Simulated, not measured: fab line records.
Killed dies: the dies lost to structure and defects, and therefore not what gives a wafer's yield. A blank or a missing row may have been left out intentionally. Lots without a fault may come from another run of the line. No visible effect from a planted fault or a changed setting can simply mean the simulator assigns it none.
Matching of chambers -- flow nand harc -- NHARC_P_BONDPAD_CMP_19 on cmp-02: 4 sister chambers
The step polishes, t overpolish 30 s, cu recess touch 16 s, target thk 160.81 nm. 4 wafers are shown with their chamber, then 7 later ones without.

== WAFERS, EACH WITH ITS CHAMBER ==
wafer,chamber,motor current A (A)
L083.1,2,11.4
L083.2,3,12.0
L083.3,0,14.4
L086.1,1,11.8

== WAFERS WITHOUT THEIR CHAMBER ==
wafer,motor current A (A)
L086.2,13.7
L092.1,12.1
L092.2,12.2
L092.4,12.5
L096.1,11.0
L096.3,13.4
L096.4,11.7

== CHAMBER TAKEN BY EACH ==
wafer,from the rows above,in truth
L086.2,can't be placed: 0 or 3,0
L092.1,can't be placed: 3 or 1 or 2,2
L092.2,can't be placed: 3 or 1 or 2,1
L092.4,can't be placed: 3 or 1 or 2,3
L096.1,can't be placed: 2 or 1 or 3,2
L096.3,can't be placed: 0 or 3 or 1 or 2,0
L096.4,can't be placed: 1 or 2 or 3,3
Correct placement for 0 of the 7. From these rows, 7 cannot be placed; in 7 the true chamber is one of the candidates. Number placed wrongly: 0.
How it was worked out, from the rows above alone: a wafer's distance from a chamber is the root of the sum, over the readings, of the square of ((its reading less the chamber's mean) divided by the reading's scatter). If the next closest chamber is less than 2 further off than the closest, the wafer can't be placed; otherwise it belongs to the closest. Each chamber's mean is taken over the wafers shown for it. The scatter (one wafer shown for each chamber): square how far every hidden wafer sits from the nearest shown wafer, average those squares and take the square root.
